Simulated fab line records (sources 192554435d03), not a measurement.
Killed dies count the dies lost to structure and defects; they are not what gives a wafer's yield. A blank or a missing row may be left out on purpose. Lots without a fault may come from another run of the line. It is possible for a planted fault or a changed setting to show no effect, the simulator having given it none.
A lot that was struck, set against a sound lot :: flow n5 finfet :: 16 steps out of a route of 1938
Sound: wafers L817.1, L817.2, L817.3. Struck: wafers L807.2, L807.5 (left out: L807.6, a lot-mate that was not struck); the cause follows at the end.
Each step with rows lists, per side, the tool, then ch with its chambers, then its first start. Under that, the readings that differ: sound wafers :: struck wafers :: difference of the means :: sigmas: that difference in standard deviations of wafers without a fault.
alike: a reading whose means differ by less than 2 such deviations, as well as words and numbers matching on both sides. not compared: withheld readings; readings where some wafer has no value; bounds like >300 that might hide an equal value; numbers whose values overlap and for which the record gives no deviation.
A row with sigmas, a row that says differs or no value, or rows on one side alone: a step with any of these is where the two part. Numbers that have no deviation but don't overlap get no sigmas and don't part them. Lack of a reading on every wafer of one side parts them only where that side has two or more wafers.

N5_PMOS_HMC_CHANNEL_EPI_HM_DEP_34: deposits SiO2 from TEOS/O2, target thk 36 nm, time 6.9 s.
  sound on pecvd-02 ch 0,1,2, day 6 05:04; struck on pecvd-02 ch 1,2, day 3 17:11
  alike: heater power w, showerhead plenum p Torr, throttle valve pct
then, 7 steps without rows for these wafers: N5_PMOS_HMC_CHANNEL_EPI_COAT_31 (time 60 s, resist thk 66 nm); N5_PMOS_HMC_CHANNEL_EPI_COAT_03 (resist thk 205 nm); N5_PMOS_HMC_CHANNEL_EPI_EBR_05; N5_PMOS_HMC_CHANNEL_EPI_SOFTBAKE_04 (time 60 s); N5_PMOS_HMC_CHANNEL_EPI_EXPOSE_06 (exposes mask PMOS HMC BLK, target cd 240 nm); N5_PMOS_HMC_CHANNEL_EPI_PEB_07 (peb time 60 s); N5_PMOS_HMC_CHANNEL_EPI_DEVELOP_08 (develop time 30 s).
N5_PMOS_HMC_CHANNEL_EPI_CD_MEAS_09 targets a cd of 237.4 nm.
  sound on cd sem-02 ch 0, day 6 05:28; struck on cd sem-03 ch 0, day 3 17:36
  alike: cd nm
N5_PMOS_HMC_CHANNEL_EPI_OVL_MEAS_10:
  sound on overlay-01 ch 0, day 6 05:29; struck on overlay-01 ch 0, day 3 17:38
  alike: PMOS_HMC_BLK_OVL
N5_PMOS_HMC_CHANNEL_EPI_INSPECT_11: inspects for defects (macro).
  sound on defect inspect-02, day 6 05:31; struck on defect inspect-02, day 3 17:39
  alike: raw defect count
N5_PMOS_HMC_CHANNEL_EPI_DESCUM_14: chemistry O2, time 7.9 s.
  sound on rie diel-02 ch 0,1,3, day 6 05:33; struck on rie diel-01 ch 1, day 3 17:41
  alike: drypump motor current A, oes product au, rf vpp V, showerhead plenum p Torr, throttle valve pct
  not compared: rf hours counter h
N5_PMOS_HMC_CHANNEL_EPI_ETCH_32: etches BARC in N2/H2, stops on SiO2, target depth 85.8 nm, time 50.3 s.
  sound on rie diel-02 ch 0,1,3, day 6 05:35; struck on rie diel-01 ch 1, day 3 17:43
reading: over etch frac
sound: 0.3 0.3 0.3
struck: 0.46112 0.46112
difference: +0.16112
sigmas: 

reading: model.CAR-ArF-block_of_PMOS_HMC_CHANNEL_EPI_COAT_03.thk nm (nm)
sound: 135.3 132.2 132.2
struck: 127.6 126.8
difference: -6.0
sigmas: 
  alike: drypump motor current A, oes product au, rf vpp V, showerhead plenum p Torr, throttle valve pct
  not compared: rf hours counter h
N5_PMOS_HMC_CHANNEL_EPI_HM_OPEN_15: chemistry CHF3/O2, target SiO2, target depth 40.6 nm, time 20.3 s.
  sound on rie diel-02 ch 0,1,3, day 6 05:38; struck on rie diel-01 ch 1, day 3 17:46
reading: model.CAR-ArF-block_of_PMOS_HMC_CHANNEL_EPI_COAT_03.thk nm (nm)
sound: 93.7 91.69 92.34
struck: 86.79 85.7
difference: -6.33
sigmas: 
  alike: drypump motor current A, oes_ar_750_au, oes product au, rf vpp V, showerhead plenum p Torr, throttle valve pct
  not compared: rf hours counter h
N5_PMOS_HMC_CHANNEL_EPI_STRIP_33: strips in N2/H2.
  sound on rie diel-02 ch 0,1,3, day 6 05:41; struck on rie diel-01 ch 1, day 3 17:49
  alike: drypump motor current A, oes product au, rf vpp V, showerhead plenum p Torr, throttle valve pct
  not compared: rf hours counter h
-- here the record skips 11 days between the struck wafers' starts before and after, leaving off in module PMOS_HMC_CHANNEL_EPI and picking up in module PASSIVATION (first step shown: number 1936 of the route) --
N5_PASSIVATION_PROBE_49:
  sound on prober-01, day 16 16:14; struck on prober-01, day 14 09:10
reading: killed at contacts
sound: 24 23 15
struck: 4 3
difference: -17
sigmas: -3
  alike: killed_at_M0_to_M3, killed_at_M4_up, killed at front end, killed at other, killed dies, killed open, killed short

WHERE THEY PART
At N5_PASSIVATION_PROBE_49 and nowhere else, as far as this record goes.

WHY: what had been put in by the simulator
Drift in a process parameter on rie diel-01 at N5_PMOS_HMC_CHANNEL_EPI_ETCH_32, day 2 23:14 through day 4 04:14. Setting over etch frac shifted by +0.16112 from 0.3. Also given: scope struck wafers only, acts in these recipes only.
